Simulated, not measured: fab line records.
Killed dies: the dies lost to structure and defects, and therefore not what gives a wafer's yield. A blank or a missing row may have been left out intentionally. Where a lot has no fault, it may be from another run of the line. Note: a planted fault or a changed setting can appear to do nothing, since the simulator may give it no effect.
Matching of chambers    flow n5-finfet    4 sister chambers for N5_MOL_CONTACT_COAG_ETCHBACK_134 on rie-diel-01
The step etches SiO2 in CHF3, target depth 10 nm, time 6.7 s. 8 wafers are shown with their chamber, then 10 later ones without.

EACH WAFER AND ITS CHAMBER
wafer   chamber  drypump-motor-current-A (A)  showerhead-plenum-p-Torr (Torr)
L076.4  1        6.6                          2.37
L082.4  3        6.1                          2.42
L082.5  2        5.9                          2.39
L087.2  1        6.6                          2.36
L087.3  2        5.9                          2.39
L087.4  0        6.4                          2.52
L093.1  3        6.1                          2.41
L093.2  0        6.5                          2.52

WAFERS WITH NO CHAMBER GIVEN
wafer   drypump-motor-current-A (A)  showerhead-plenum-p-Torr (Torr)
L093.5  6.1                          2.41
L094.2  6.5                          2.52
L094.3  6.7                          2.35
L094.5  6.1                          2.41
L095.2  5.9                          2.38
L095.4  6.5                          2.52
L095.6  5.9                          2.38
L097.1  5.9                          2.38
L097.2  6.1                          2.41
L097.4  5.9                          2.38

EACH ONE'S CHAMBER
wafer   from the rows above  in truth
L093.5  3                    3
L094.2  0                    0
L094.3  1                    1
L094.5  3                    3
L095.2  2                    2
L095.4  0                    0
L095.6  2                    2
L097.1  2                    2
L097.2  3                    3
L097.4  2                    2
Placed correctly: 10 of 10. Left unplaced by these rows: 0. 0 placed wrongly.
How it was worked out, from the rows above alone: a wafer's distance from a chamber is the root of the sum, over the readings, of the square of ((its reading less the chamber's mean) divided by the reading's scatter). The wafer belongs to the nearest chamber; if the next one is less than 2 further off, it can't be placed. For every chamber, the mean is computed from those of its wafers that are shown. How the scatter is found: for the shown wafers, subtract from each reading the mean of its chamber, square and add these, divide the total by (wafers less chambers), then take the root.
